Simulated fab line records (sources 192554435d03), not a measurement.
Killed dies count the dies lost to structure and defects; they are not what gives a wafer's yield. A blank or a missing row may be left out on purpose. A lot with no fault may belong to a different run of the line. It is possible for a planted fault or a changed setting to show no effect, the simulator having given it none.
Problem report in the 8D (eight disciplines) form, filled by code + flow n5-finfet + the parts of the form that need people (team, actions taken, sign-off) are left out

== 1. WHAT IS WRONG ==
Mean of trench-depth-nm at N5_BEOL_M4_OCD_MEAS_38: 31.4 nm across 2 wafers in 2 lots; on wafers with no fault it is 55.9 nm (standard deviation 0.71). Measured from the usual mean, that is -35 standard deviations.
First seen on wafer L790.5, day 13 07:02, on ocd-02. At this step, 25 wafers from 9 lots have a number in the record. By rule, "out" or "out of limits" means more than 4 standard deviations away from the usual mean. Any other wafer with a number is counted as sound.

== 2. WHAT IT IS; WHAT IT IS NOT ==
| question                    | is                | is not                                                                          |
|-----------------------------|-------------------|---------------------------------------------------------------------------------|
| which readings at this step | trench-depth-nm   | -                                                                               |
| which lots                  | L790, L793        | L774, L775, L778, L780, L783, L794, L796                                        |
| which wafers of those lots  | L790.5, L793.2    | L790.3, L793.3                                                                  |
| read on which gauges        | ocd-01, ocd-02    | -                                                                               |
| when                        | from day 13 07:02 | up to then (16 sound wafers); but 7 sound wafers of L793, L794, L796 came after |

== 3. THE SUSPECTS, EACH WITH WHAT RULES IT OUT ==
Counting: any tool at a process step up to the reading remains a suspect provided it ran every lot that is out. Sound lots after the first of them don't rule it out here, since some wafers of a struck lot are sound.
- the gauge at N5_BEOL_M4_OCD_MEAS_38: ruled out. 2 gauges (ocd-01, ocd-02) read the wafers that are out.
- rie-diel-01 at N5_BEOL_M4_TRENCH_ETCH_37 (etches SiOC in C4F6/O2, target depth 55.555 nm, time 29.2 s): kept. Ran every lot that is out, first one L790 (day 13 06:53); last sound lot up to then L783 (day 11 01:01). On those wafers its own readings are out: run-length-s.
- Within rie-diel-01 at N5_BEOL_M4_TRENCH_ETCH_37: the wafers that are out ran in chambers 1, 3; their sound lot-mates ran in chamber 0.
Remaining after the count: rie-diel-01 at N5_BEOL_M4_TRENCH_ETCH_37.

== 4. THE CAUSE (what the simulator had put in) ==
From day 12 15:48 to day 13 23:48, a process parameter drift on rie-diel-01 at N5_BEOL_M4_TRENCH_ETCH_37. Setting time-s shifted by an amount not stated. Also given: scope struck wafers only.
The count eliminated every tool but this one.

== 5. SEQUENCE OF EFFECTS, ordered by route ==
One row per reading whose mean, taken over the struck wafers that have a number, lies over 3 standard deviations from the usual. Scope: only readings with a usual standard deviation given in the record; hours: median across lots of the time from each lot's start at the first step in this table that gives one to its start at this step; sigmas: change in usual standard deviations.
| hours | step                      | reading              | usual        | on struck wafers | change | sigmas      |
|-------|---------------------------|----------------------|--------------|------------------|--------|-------------|
| 0     | N5_BEOL_M4_TRENCH_ETCH_37 | run-length-s         | 52.7 s       | 39.8             | -12.9  | -27         |
| 0     | N5_BEOL_M4_OCD_MEAS_38    | trench-depth-nm      | 55.9 nm      | 31.4             | -24.5  | -35         |
| 5     | N5_BEOL_M4_THK_MEAS_53    | M4_THK               | 40.9 nm      | 15.2             | -25.8  | -18         |
| 5     | N5_BEOL_M4_RS_MEAS_58     | M4_RS                | 0.659 ohm/sq | 2.560            | +1.901 | +73         |
| 113   | N5_PASSIVATION_PROBE_49   | defect-limited-yield | 91.1 %       | 5.6              | -85.4  | -57         |
| 113   | N5_PASSIVATION_PROBE_49   | killed_at_M4_up      | 14           | 1030             | +1016  | +99 or more |
| 113   | N5_PASSIVATION_PROBE_49   | killed-dies          | 105          | 1114             | +1008  | +59         |
| 113   | N5_PASSIVATION_PROBE_49   | killed-on-rim        | 14           | 140              | +126   | +37         |
| 113   | N5_PASSIVATION_PROBE_49   | sort_bin_5_function  | 5.2 %        | 90.5             | +85.3  | +90         |
| 113   | N5_PASSIVATION_PROBE_49   | sort-n-pass          | 1075         | 66               | -1008  | -59         |
| 113   | N5_PASSIVATION_PROBE_49   | sort-yield-pct       | 91.1 %       | 5.6              | -85.4  | -57         |
Its process steps:
- N5_BEOL_M4_TRENCH_ETCH_37: etches SiOC in C4F6/O2, target depth 55.555 nm, time 29.2 s.
- N5_PASSIVATION_PROBE_49
Later steps that measure or inspect, where all struck wafers having a row at the step show a number for every such reading and not one has moved that far: N5_BEOL_M4_CD_MEAS_35.

== 6. WHAT WOULD HAVE CAUGHT IT SOONER ==
The first out-of-limits reading at a measuring or inspecting step in this record came at day 13 07:02, 15 hours after the fault's start at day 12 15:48.
The tool's own readings at N5_BEOL_M4_TRENCH_ETCH_37 were out on every struck wafer that the step has a row for (run-length-s): an alarm limit on them would have fired on the first of those.
Among the 2 lots that are out, L793 began N5_BEOL_M4_TRENCH_ETCH_37 on rie-diel-01 after day 13 07:02. Putting the tool on hold at that point would have spared it.
